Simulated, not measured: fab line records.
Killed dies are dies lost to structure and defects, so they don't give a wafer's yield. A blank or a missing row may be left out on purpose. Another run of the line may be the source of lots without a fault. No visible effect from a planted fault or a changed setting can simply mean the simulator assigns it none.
Matching of chambers + flow n5_finfet + 3 sister chambers for N5_BEOL_M7_DEP_56 on pecvd-04
The step deposits SiCN from 3MS/NH3, target thk 10 nm, time 17.5 s. 6 wafers are shown with their chamber, then 8 later ones without.

## EACH WAFER AND ITS CHAMBER
| wafer  | chamber | throttle_valve_pct (%) | showerhead_plenum_p_Torr (Torr) |
|--------|---------|------------------------|---------------------------------|
| L089.1 | 2       | 8.9                    | 3.688                           |
| L089.4 | 1       | 9.8                    | 3.656                           |
| L093.1 | 0       | 9.3                    | 3.680                           |
| L093.4 | 0       | 9.2                    | 3.673                           |
| L093.6 | 1       | 10.0                   | 3.639                           |
| L094.1 | 2       | 9.0                    | 3.681                           |

## WAFERS WITHOUT THEIR CHAMBER
| wafer  | throttle_valve_pct (%) | showerhead_plenum_p_Torr (Torr) |
|--------|------------------------|---------------------------------|
| L094.2 | 10.0                   | 3.652                           |
| L094.3 | 9.3                    | 3.668                           |
| L095.2 | 9.4                    | 3.673                           |
| L095.3 | 10.0                   | 3.660                           |
| L095.6 | 9.2                    | 3.675                           |
| L096.1 | 9.9                    | 3.646                           |
| L096.3 | 9.5                    | 3.672                           |
| L096.5 | 9.1                    | 3.678                           |

## EACH ONE'S CHAMBER
| wafer  | from the rows above     | in truth |
|--------|-------------------------|----------|
| L094.2 | 1                       | 1        |
| L094.3 | 0                       | 0        |
| L095.2 | 0                       | 0        |
| L095.3 | 1                       | 1        |
| L095.6 | 0                       | 0        |
| L096.1 | 1                       | 1        |
| L096.3 | 0                       | 0        |
| L096.5 | can't be placed: 0 or 2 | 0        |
Correct placement for 7 of the 8. These rows do not allow placing 1 (true chamber among the candidates in 1). 0 placed wrongly.
How it was worked out, from the rows above alone: a wafer's distance from a chamber is the root of the sum, over the readings, of the square of ((its reading less the chamber's mean) divided by the reading's scatter). If the next closest chamber is less than 2 further off than the closest, the wafer can't be placed; otherwise it belongs to the closest. For every chamber, the mean is computed from those of its wafers that are shown. The scatter: the root of (the sum of the squares of (reading less its chamber's mean) over the shown wafers, divided by (wafers less chambers)).
